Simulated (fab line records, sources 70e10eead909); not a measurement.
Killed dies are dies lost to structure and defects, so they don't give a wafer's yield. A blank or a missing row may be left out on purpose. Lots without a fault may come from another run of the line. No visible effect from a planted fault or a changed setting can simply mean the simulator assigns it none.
Check of tool commonality    flow nand harc    Sample size 10 lots and 28 wafers

REASON IT WAS OPENED
On 1 of the 10 lots, a flag is raised at NHARC_THIN_TSV_THK_MEAS_02 on the reading thk nm. No-fault wafers: 3016 nm, standard deviation 210.
Rule: flag the lot when none of its wafers has a number, or when each of its wafers that has one lies beyond 4 standard deviations from that mean. The other lots count as sound.

lot   measured      on             thk nm (nm), wafer by wafer  flag
L884  day 18 17:22  film metro-02  3052 3131 3164               
L886  day 18 18:35  film metro-02  3398 2803 3000               
L883  day 18 19:47  film metro-02  2741 3051 3233               
L885  day 19 01:30  film metro-02  2706 2860 2831               
L889  day 19 13:22  film metro-02  2881 3124 3213               
L888  day 19 14:35  film metro-01  3313 3188 3156               
L887  day 19 22:03  film metro-01  3151 3063 2974               
L892  day 20 08:50  film metro-01  2840 2982 3284               
L896  day 21 20:46  film metro-01  3212 3169 3262               
L900  day 23 05:48  film metro-01  2                            FLAGGED
The numbers of the flagged lots are 2 nm on average: -3014 nm against the usual, or -14 standard deviations.

TOOL THAT RAN EACH LOT
The record holds 3 process steps before the reading, out of a route of 1159 steps. Each cell gives the tool, then ch followed by the chambers the sampled wafers passed through, then the start.
lot   flag     NHARC_A_BONDPAD_ETCH_34             NHARC_HYBRID_BOND_ACTIVATE_00       NHARC_THIN_TSV_GRIND_00
L884           rie diel-13 ch 0,3, day 17 20:47    rie diel-05 ch 1,2,3, day 17 23:23  grinder-01 ch 0, day 18 16:05
L886           rie diel-13 ch 0,1,3, day 18 05:58  rie diel-05 ch 0,2, day 18 08:35    grinder-01 ch 0, day 18 17:29
L883           rie diel-13 ch 2,3, day 17 23:54    rie diel-03 ch 0,2,3, day 18 02:31  grinder-01 ch 0, day 18 18:18
L885           rie diel-13 ch 0,2,3, day 18 07:48  rie diel-02 ch 0,1,3, day 18 10:22  grinder-01 ch 0, day 19 00:24
L889           rie diel-13 ch 0,3, day 19 02:17    rie diel-03 ch 2,3, day 19 04:50    grinder-01 ch 0, day 19 12:05
L888           rie diel-13 ch 0,1,2, day 18 20:44  rie diel-05 ch 1,2, day 18 23:28    grinder-01 ch 0, day 19 13:41
L887           rie diel-13 ch 2,3, day 19 10:12    rie diel-05 ch 0,1, day 19 12:47    grinder-01 ch 0, day 19 20:46
L892           rie diel-09 ch 0,1, day 19 18:47    rie diel-05 ch 1,3, day 19 21:24    grinder-01 ch 0, day 20 07:20
L896           rie diel-09 ch 0,3, day 21 05:12    rie diel-05 ch 2,3, day 21 07:46    grinder-01 ch 0, day 21 19:16
L900  FLAGGED  rie diel-10 ch 0, day 22 16:11      rie diel-03 ch 0, day 22 19:08      grinder-01 ch 0, day 23 04:19
What is done by these steps:
- NHARC_A_BONDPAD_ETCH_34: etches the open film in N2/H2, target depth 60 nm, overetch 18 nm, time 65.91 s.
- NHARC_HYBRID_BOND_ACTIVATE_00: chemistry N2, time 60 s.
- NHARC_THIN_TSV_GRIND_00
- NHARC_THIN_TSV_THK_MEAS_02: measures by ir.

FLAGGED OVER TOTAL, TOOL BY TOOL (the gauges that took the reading come last)
step                           tool           lots run  flagged  share of the flagged lots  sound lots run after its first flagged lot
NHARC_A_BONDPAD_ETCH_34        rie diel-09    2         0        none                       -
NHARC_A_BONDPAD_ETCH_34        rie diel-10    1         1        all                        0
NHARC_A_BONDPAD_ETCH_34        rie diel-13    7         0        none                       -
NHARC_HYBRID_BOND_ACTIVATE_00  rie diel-02    1         0        none                       -
NHARC_HYBRID_BOND_ACTIVATE_00  rie diel-03    3         1        all                        0
NHARC_HYBRID_BOND_ACTIVATE_00  rie diel-05    6         0        none                       -
NHARC_THIN_TSV_GRIND_00        grinder-01     10        1        all                        0
NHARC_THIN_TSV_THK_MEAS_02     film metro-01  5         1        all                        0
NHARC_THIN_TSV_THK_MEAS_02     film metro-02  5         0        none                       -

WHAT THE TABLE PERMITS
4 rows of the table ran every flagged lot: rie diel-10 at NHARC_A_BONDPAD_ETCH_34, rie diel-03 at NHARC_HYBRID_BOND_ACTIVATE_00, grinder-01 at NHARC_THIN_TSV_GRIND_00, film metro-01 at NHARC_THIN_TSV_THK_MEAS_02.
- rie diel-10 at NHARC_A_BONDPAD_ETCH_34: 1 of its 1 lot flagged. It ran no sound lot before its first flagged lot in this sample, so the start can't be narrowed down.
- rie diel-03 at NHARC_HYBRID_BOND_ACTIVATE_00: 1 of its 3 lots flagged. It ran its last sound lot, L889, at day 19 04:50 and its first flagged lot, L900, at day 22 19:08: a fault with its onset between the two fits.
- grinder-01 at NHARC_THIN_TSV_GRIND_00: 1 of its 10 lots flagged. It ran its last sound lot, L896, at day 21 19:16 and its first flagged lot, L900, at day 23 04:19: a fault with its onset between the two fits.
- film metro-01 at NHARC_THIN_TSV_THK_MEAS_02: 1 of its 5 lots flagged. It ran its last sound lot, L896, at day 21 20:46 and its first flagged lot, L900, at day 23 05:48: a fault with its onset between the two fits.
These 4 tools cannot be told apart by counting lots, since each of them fits a fault that started at some hour. More lots, or a look at what each step does to the wafer, might.

WHAT THE SIMULATOR PUT IN
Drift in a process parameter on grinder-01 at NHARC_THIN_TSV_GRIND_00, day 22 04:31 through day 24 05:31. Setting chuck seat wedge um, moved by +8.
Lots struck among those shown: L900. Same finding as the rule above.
